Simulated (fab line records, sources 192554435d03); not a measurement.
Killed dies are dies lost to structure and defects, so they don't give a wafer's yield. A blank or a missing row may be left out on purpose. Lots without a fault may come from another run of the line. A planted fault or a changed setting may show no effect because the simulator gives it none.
Which tool did it? | flow n5_finfet | 12 lots, 36 wafers sampled, at 1 step of a route of 1938

WHAT THE GAUGES READ, wafer by wafer
N5_BEOL_M3_OVL_MEAS_12.
lot  | measured     | on         | M3_OVL (nm)
L076 | day 7 15:25  | overlay-01 | -1.4 -0.3 0.2
L074 | day 8 02:18  | overlay-01 | -0.6 -0.6 0.2
L078 | day 8 07:18  | overlay-02 | 0.5 1.1 1.0
L081 | day 8 18:14  | overlay-01 | -0.1 0.4 0.0
L083 | day 9 10:58  | overlay-02 | 0.1 -0.3 0.6
L085 | day 9 22:56  | overlay-02 | -0.1 -0.6 1.2
L087 | day 10 12:11 | overlay-02 | 0.3 0.0 1.0
L089 | day 11 01:54 | overlay-01 | 0.6 0.3 0.6
L091 | day 11 09:02 | overlay-01 | 0.3 0.4 -0.1
L093 | day 11 21:26 | overlay-02 | 1.6 1.5 1.2
L095 | day 12 15:13 | overlay-02 | 0.5 0.0 0.7
L097 | day 12 19:37 | overlay-02 | -0.1 -0.3 -0.9

WHICH TOOL RAN EACH LOT (tool, then ch and the chambers of the sampled wafers, then the start)
The record holds no process step before these readings.

THE ANSWER, worked out from the rows above alone
Rule: what is usual is taken from the lots themselves. Put in order of their means at a reading, lots are off if they are a third of the lots or fewer, leave a main group of 4 or more, and stand apart from it by a gap of 3 or more times the standard deviation of the main group's means; of several such gaps the widest counts. A main group whose means are all the same, to the digits that the tables above print for the reading, isn't used. A lot without any number at a reading at which 4 lots or more have one is off too. The other lots that the step has rows for count as sound.
No lot is off at any reading shown: from this, nothing can be told.

WHAT THE SIMULATOR HAD PUT IN
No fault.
